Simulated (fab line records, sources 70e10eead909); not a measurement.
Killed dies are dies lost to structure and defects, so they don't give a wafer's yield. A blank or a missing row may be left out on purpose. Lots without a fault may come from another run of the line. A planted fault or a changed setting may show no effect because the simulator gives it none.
Chamber matching | flow nand_harc | NHARC_P_STI_DESCUM_14 on rie_diel-01: 4 sister chambers
The step chemistry O2, time 3 s. 4 wafers are shown with their chamber, then 7 later ones without.

WAFERS WITH THEIR CHAMBER
wafer  | chamber | showerhead_plenum_p_Torr (Torr)
L725.3 | 1       | 1.93
L725.4 | 3       | 1.79
L726.1 | 0       | 2.05
L726.2 | 2       | 1.99

WAFERS WITHOUT THEIR CHAMBER
wafer  | showerhead_plenum_p_Torr (Torr)
L726.3 | 1.93
L727.2 | 1.93
L727.4 | 1.99
L727.5 | 1.99
L732.2 | 1.98
L732.4 | 1.93
L732.6 | 1.79

WHICH CHAMBER EACH WENT THROUGH
wafer  | from the rows above | in truth
L726.3 | 1                   | 1
L727.2 | 1                   | 1
L727.4 | 2                   | 2
L727.5 | 2                   | 2
L732.2 | 2                   | 2
L732.4 | 1                   | 1
L732.6 | 3                   | 3
Placed correctly: 7 of 7. Can't be placed from these rows: 0. Placed wrongly: 0.
How it was worked out, from the rows above alone: a wafer's distance from a chamber is the root of the sum, over the readings, of the square of ((its reading less the chamber's mean) divided by the reading's scatter). The wafer belongs to the nearest chamber; if the next one is less than 2 further off, it can't be placed. A chamber's mean is the mean of its shown wafers. The scatter: with one shown wafer a chamber, the root of the mean of the squares of how far each hidden wafer lies from its nearest shown one.
